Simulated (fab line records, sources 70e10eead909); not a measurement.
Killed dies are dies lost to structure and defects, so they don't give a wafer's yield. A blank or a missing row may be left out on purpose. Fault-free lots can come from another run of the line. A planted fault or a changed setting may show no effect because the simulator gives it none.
fab line records	flow nand_harc
[record] lots = 12	wafers = 36	last_day = 33
route steps=1302 shown A_STAIRCASE@767
lots with no fault: from the same line, run without faults
start_h: start of the lot's first displayed wafer, in hours after the record's first day	wait_h: hours elapsed since this lot's preceding step	" as in the row above	L1.1+2: a single row standing in for several wafers	- value missing, or start not given	* or withheld: withheld	< > ~ a bound
route shown NAME@n: names a module that has steps shown in the file, with the first one's number in the route	usual: average and standard deviation across the fault-free wafers	same: alike in all rows	chamber/n: place in a boat	sites: per-site readings	_std_site: standard deviation across them	_edge_site: outer sites' mean less inner sites'	radius_mm: for every site, how far away it sits from the centre of the wafer	mask NAME#n: copy n	behind: tool/chamber where the wafer was last shaped	hold: what put the lot on hold/how long, in hours/how the hold closed	device: the transistor (n, p or np) that didn't switch	end of line: the route-end tests of the same wafers	for a step that has no rows: nothing shown but its recipe	killed: at the first sort, the dies lost to defects and structure; wafer yield is something else	map: a wafer's dies, marking killed ones x, the rest . and places with no die _
set.NAME: the run value of the setting; set.NAME@STEP: its run value at that earlier step	model.NAME: the simulator's own value behind a step, which no gauge read
one table for each step of the route and one row for each wafer, over a sample of lots
services: from which hour (start_h, from the record's first day; less than 0 if before it) a tool's chamber was out of use, for how many hours, and why
[[steps]]
[step NHARC_A_STAIRCASE_ETCH_253]
[recipe] target_depth_a = 500	time_s = 20.2	ion_energy_ev = 400	c4f8_flow_sccm = 20	o2_flow_sccm = 10	ar_flow_sccm = withheld	rf_w = 600	bias_w = 1000	chemistry = C4F8/O2
[usual] oes_product_au = 0.958/0.017	rf_vpp_V = 896/6.4
[same] time_s = 20.2
lot.wafer	tool	chamber	start_h	wait_h	oes_product_au	rf_hours_counter_h	rf_vpp_V
L726.3	rie_diel-04	2	364.96	0.1	0.944	0	897
L726.2	"	3	"	"	0.977	0	896
L726.5	"	2	"	"	0.934	-	896
L727.1	rie_diel-11	0	372.52	0.1	0.951	39	894
L727.4	"	1	"	"	0.979	42	900
L727.2	"	3	"	"	0.974	16	888
L729.2	rie_diel-05	0	384.72	0.1	0.988	48	899
L729.6	"	0	"	"	0.971	-	900
L729.5	"	1	"	"	0.950	-	894
L728.2	rie_diel-04	1	385.23	0.1	0.934	6	904
L728.1	"	2	"	"	0.941	8	897
L728.6	"	1	"	"	0.936	-	904
L734.2	rie_diel-05	0	438.45	0.1	0.963	8	899
L734.3	"	2	"	"	0.955	5	891
L734.4	"	3	"	"	0.965	6	908
L735.2	rie_diel-04	2	456.58	0.1	0.951	33	895
L735.6	"	0	"	"	0.972	-	889
L735.5	"	1	"	"	0.961	-	905
L738.1	rie_diel-11	0	494.26	0.1	0.922	15	892
L738.6	"	2	"	"	0.920	-	887
L738.5	"	3	"	"	0.930	-	905
L739.3	rie_diel-05	2	494.89	0.6	0.931	17	890
L739.4	"	0	"	"	0.935	33	900
L739.6	"	3	"	"	0.940	-	905
L740.3	rie_diel-04	1	502.70	0.1	0.979	48	904
L740.6	"	0	"	"	0.977	-	889
L740.5	"	1	"	"	0.977	-	904
L741.3	rie_diel-04	1	529.17	0.1	0.943	57	904
L741.6	"	3	"	"	0.939	-	893
L741.4	"	1	"	"	0.935	-	905
L744.5	rie_diel-04	3	544.95	0.0	0.968	-	896
L744.6	"	1	"	"	0.969	-	904
L744.4	"	2	"	"	0.963	-	896
L749.3	rie_diel-11	1	600.41	0.1	0.967	52	899
L749.2	"	0	"	"	0.971	53	892
L749.5	"	2	"	"	0.963	-	886
[step NHARC_A_STAIRCASE_DESCUM_270]
[recipe] time_s = 3	o2_flow_sccm = 200	ar_flow_sccm = 0	bias_power_w = 0	chemistry = O2
[usual] drypump_motor_current_A = 5.8/0.51	oes_product_au = 1.003/0.0094	rf_vpp_V = 57.8/0.86	showerhead_plenum_p_Torr = 1.91/0.1	throttle_valve_pct = 11.310/0.0092
[same] time_s = 3
lot.wafer	tool	chamber	start_h	wait_h	drypump_motor_current_A	oes_product_au	rf_hours_counter_h	rf_vpp_V	showerhead_plenum_p_Torr	throttle_valve_pct
L726.2	rie_diel-04	3	369.27	-	6.3	0.995	4	57.6	1.90	11.322
L726.3	"	1	"	"	5.4	1.005	2	57.9	2.06	11.300
L726.5	"	3	"	"	6.2	0.995	-	57.1	1.90	11.309
L727.2	rie_diel-11	3	377.19	-	5.8	1.017	17	57.2	1.77	11.311
L727.4	"	1	"	"	5.8	0.998	43	57.6	1.98	11.297
L727.1	"	2	"	"	5.5	0.990	39	56.3	1.78	11.307
L729.2	rie_diel-05	1	389.97	-	6.6	0.974	51	58.0	1.86	11.312
L729.6	"	2	"	"	6.3	0.986	-	58.6	1.82	11.320
L729.5	"	3	"	"	4.9	0.999	-	58.7	1.77	11.308
L728.1	rie_diel-04	2	391.01	-	5.7	0.984	12	57.6	1.92	11.327
L728.2	"	3	"	"	6.3	0.997	14	58.5	1.90	11.305
L728.6	"	1	"	"	5.4	1.009	-	57.1	2.06	11.309
L734.4	rie_diel-05	2	445.56	-	6.4	1.002	8	58.6	1.81	11.310
L734.2	"	0	"	"	5.5	1.021	13	57.0	1.98	11.314
L734.3	"	1	"	"	6.6	1.002	11	58.0	1.85	11.324
L735.2	rie_diel-11	0	466.45	-	6.4	1.005	6	57.5	1.88	11.318
L735.5	"	2	"	"	5.5	0.995	-	57.1	1.77	11.326
L735.6	"	3	"	"	5.8	1.011	-	59.5	2.07	11.313
L738.1	rie_diel-05	1	498.27	-	6.6	0.993	30	58.2	1.84	11.311
L738.5	"	0	"	"	5.5	1.007	-	57.1	1.98	11.319
L738.6	"	1	"	"	6.6	0.983	-	57.2	1.84	11.315
L739.4	rie_diel-04	2	498.92	-	5.7	0.994	44	57.0	1.91	11.313
L739.3	"	0	"	"	5.2	1.010	46	56.7	1.80	11.297
L739.6	"	3	"	"	6.2	1.017	-	57.7	1.89	11.310
L740.3	rie_diel-11	1	510.54	-	5.8	0.993	19	57.4	1.97	11.314
L740.5	"	2	"	"	5.6	1.004	-	56.3	1.77	11.303
L740.6	"	3	"	"	5.8	1.002	-	57.6	2.07	11.310
L741.4	rie_diel-11	3	533.95	-	5.8	1.012	26	59.2	2.07	11.315
L741.3	"	2	"	"	5.6	1.005	30	57.1	1.77	11.317
L741.6	"	3	"	"	5.8	1.015	-	59.1	2.07	11.309
L744.6	rie_diel-04	2	551.96	-	5.7	1.010	-	58.5	1.90	11.315
L744.5	"	3	"	"	6.3	1.011	-	59.1	1.89	11.312
L744.4	"	1	"	"	5.4	1.002	-	58.3	2.04	11.314
L749.2	rie_diel-04	1	607.85	-	5.4	0.998	23	59.6	2.03	11.297
L749.3	"	3	"	"	6.3	1.014	21	57.5	1.88	11.301
L749.5	"	2	"	"	5.7	1.014	-	57.8	1.90	11.308
[step NHARC_A_STAIRCASE_STRIP_274]
[recipe] o2_flow_sccm = 500	ar_flow_sccm = 0	bias_w = 0	chemistry = O2
[usual] drypump_motor_current_A = 5.8/0.51	oes_product_au = 1.003/0.0087	rf_vpp_V = 57.8/0.93	showerhead_plenum_p_Torr = 3.53/0.18	throttle_valve_pct = 17.037/0.0081
lot.wafer	tool	chamber	start_h	wait_h	drypump_motor_current_A	oes_product_au	rf_hours_counter_h	rf_vpp_V	showerhead_plenum_p_Torr	throttle_valve_pct
L726.3	rie_diel-04	0	-	-	5.2	1.017	5	56.6	3.35	17.050
L726.2	"	2	"	"	5.7	0.985	3	57.6	3.55	17.033
L726.5	"	0	"	"	5.2	1.010	-	58.2	3.35	17.027
L727.2	rie_diel-11	0	-	-	6.4	0.993	41	56.8	3.49	17.037
L727.1	"	2	"	"	5.6	1.000	40	56.0	3.30	17.049
L727.4	"	0	"	"	6.4	1.003	-	57.4	3.49	17.044
L729.2	rie_diel-05	2	-	-	6.3	0.984	48	56.9	3.37	17.035
L729.5	"	2	"	"	6.3	0.986	-	57.5	3.37	17.040
L729.6	"	3	"	"	5.0	0.994	-	57.7	3.28	17.037
L728.2	rie_diel-04	0	-	-	5.2	1.013	13	57.7	3.35	17.024
L728.1	"	1	"	"	5.4	0.999	10	56.3	3.77	17.019
L728.6	"	0	"	"	5.2	1.014	-	56.8	3.35	17.033
L734.4	rie_diel-05	3	-	-	4.9	1.003	11	56.7	3.80	17.038
L734.3	"	0	"	"	5.5	1.019	15	58.2	3.64	17.030
L734.2	"	1	"	"	6.6	1.004	13	58.3	3.42	17.030
L735.2	rie_diel-11	0	-	-	6.4	1.001	8	59.1	3.47	17.029
L735.6	"	2	"	"	5.6	1.007	-	57.7	3.29	17.044
L735.5	"	3	"	"	5.8	0.996	-	59.5	3.80	17.036
L738.1	rie_diel-05	2	-	-	6.3	0.999	18	56.5	3.35	17.022
L738.6	"	3	"	"	5.0	1.008	-	58.7	3.79	17.018
L738.5	"	0	"	"	5.5	0.991	-	59.3	3.63	17.026
L739.4	rie_diel-04	2	-	-	5.7	0.989	46	57.6	3.52	17.042
L739.3	"	3	"	"	6.3	1.000	45	58.2	3.49	17.033
L739.6	"	2	"	"	5.7	0.975	-	57.7	3.52	17.037
L740.3	rie_diel-11	3	-	-	5.8	1.004	19	58.7	3.80	17.036
L740.6	"	1	"	"	5.8	0.995	-	58.1	3.63	17.046
L740.5	"	2	"	"	5.6	1.008	-	58.1	3.28	17.039
L741.4	rie_diel-11	3	-	-	5.8	1.014	27	59.9	3.79	17.042
L741.3	"	1	"	"	5.8	0.998	33	56.5	3.62	17.033
L741.6	"	0	"	"	6.5	1.000	-	58.3	3.46	17.044
L744.5	rie_diel-04	2	-	-	5.7	1.009	-	56.6	3.51	17.035
L744.6	"	3	"	"	6.2	1.008	-	58.2	3.48	17.030
L744.4	"	1	"	"	5.4	1.001	-	58.4	3.74	17.043
L749.3	rie_diel-04	0	-	-	5.2	1.028	11	55.4	3.32	17.032
L749.2	"	1	"	"	5.4	1.008	24	59.1	3.73	17.035
L749.5	"	0	"	"	5.2	1.003	-	57.9	3.32	17.037
[step NHARC_A_STAIRCASE_EXPOSE_286]
[recipe] na = 0.5	dose_mj = 25.01	mask_id = CHOP_100
[usual] exposure_dose_mJ_cm2 = 25.004/0.022
lot.wafer	tool	chamber	start_h	wait_h	mask	exposure_dose_mJ_cm2
L726.2	krf_scanner-04	0	374.63	-	CHOP_100#0	24.992
L726.3	"	0	"	"	CHOP_100#0	25.018
L726.5	"	0	"	"	CHOP_100#0	25.023
L727.1	krf_scanner-03	0	384.22	-	CHOP_100#0	24.971
L727.2	"	0	"	"	CHOP_100#0	25.016
L727.4	"	0	"	"	CHOP_100#0	25.028
L729.2	krf_scanner-01	0	395.95	-	CHOP_100#0	24.947
L729.5	"	0	"	"	CHOP_100#0	24.981
L729.6	"	0	"	"	CHOP_100#0	24.948
L728.1	krf_scanner-01	0	397.19	-	CHOP_100#0	24.997
L728.2	"	0	"	"	CHOP_100#0	25.037
L728.6	"	0	"	"	CHOP_100#0	24.981
L734.2	krf_scanner-04	0	454.24	-	CHOP_100#0	25.009
L734.3	"	0	"	"	CHOP_100#0	24.993
L734.4	"	0	"	"	CHOP_100#0	25.023
L735.2	krf_scanner-04	0	472.31	-	CHOP_100#0	26.095
L735.5	"	0	"	"	CHOP_100#0	26.087
L735.6	"	0	"	"	CHOP_100#0	26.127
L738.1	krf_scanner-04	0	505.24	-	CHOP_100#0	26.064
L738.5	"	0	"	"	CHOP_100#0	26.117
L738.6	"	0	"	"	CHOP_100#0	26.117
L739.3	krf_scanner-03	0	507.81	-	CHOP_100#0	25.022
L739.4	"	0	"	"	CHOP_100#0	25.013
L739.6	"	0	"	"	CHOP_100#0	25.022
L740.3	krf_scanner-03	0	515.97	-	CHOP_100#0	25.002
L740.5	"	0	"	"	CHOP_100#0	24.954
L740.6	"	0	"	"	CHOP_100#0	25.017
L741.3	krf_scanner-03	0	539.65	-	CHOP_100#0	24.974
L741.4	"	0	"	"	CHOP_100#0	24.972
L741.6	"	0	"	"	CHOP_100#0	25.017
L744.4	krf_scanner-03	0	557.86	-	CHOP_100#0	25.009
L744.5	"	0	"	"	CHOP_100#0	24.963
L744.6	"	0	"	"	CHOP_100#0	25.019
L749.2	krf_scanner-03	0	614.38	-	CHOP_100#0	24.969
L749.3	"	0	"	"	CHOP_100#0	25.000
L749.5	"	0	"	"	CHOP_100#0	25.036
[[services]]
tool	chamber	start_h	hours	kind
krf_scanner-04	-	354.00	4.0	pm
rie_diel-04	-	354.97	9.0	pm
rie_diel-04	0	354.97	9.0	vent_cycle
rie_diel-04	-	365.64	0.3	repair
rie_diel-05	0	386.85	20.6	repair
krf_scanner-03	-	390.36	5.7	repair
krf_scanner-04	-	397.90	0.6	repair
rie_diel-05	-	406.65	9.0	pm
krf_scanner-01	-	417.69	0.6	repair
rie_diel-11	-	432.64	9.0	pm
krf_scanner-01	-	433.50	1.1	repair
krf_scanner-01	-	434.84	4.7	repair
krf_scanner-04	-	447.97	0.5	repair
rie_diel-05	2	452.12	16.0	repair
krf_scanner-04	-	460.67	0.2	repair
krf_scanner-01	-	484.00	4.0	pm
rie_diel-04	0	518.99	65.0	repair
krf_scanner-04	-	526.00	4.0	pm
rie_diel-04	-	533.58	9.0	pm
krf_scanner-01	-	560.80	5.0	repair
krf_scanner-03	-	568.01	4.0	pm
rie_diel-05	-	583.65	9.0	pm
krf_scanner-01	-	591.60	8.0	repair
rie_diel-11	-	609.92	9.0	pm
[[key]]
[first_sign] step = NHARC_A_STAIRCASE_EXPOSE_286	reading = exposure_dose_mJ_cm2	direction = up	sigmas = 50	usual = 25.004	struck = 26.101
effect none on later readings
met_at NHARC_A_STAIRCASE_EXPOSE_286
struck_lots L735,L738
tester_left_out L735,L738
not_acting_at NHARC_A_STAIRCASE_ETCH_253,NHARC_A_STAIRCASE_DESCUM_270,NHARC_A_STAIRCASE_STRIP_274
onset_between 454.24 472.31
[fault] kind = process_parameter_drift	tool = krf_scanner-04	chamber = -	onset_h = 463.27	steps = NHARC_A_STAIRCASE_EXPOSE_286	channel = dose_mj	offset = 1.0995	shape = step	acts_in = these_recipes_only	stated = 25.01
// tester_left_out: of these lots the tester's yield and bins aren't shown, on N5 and GAA mostly nor the transistor test; their killed dies are dies lost to structure and defects alone, not to doping, threshold or leakage, so they don't give the yield
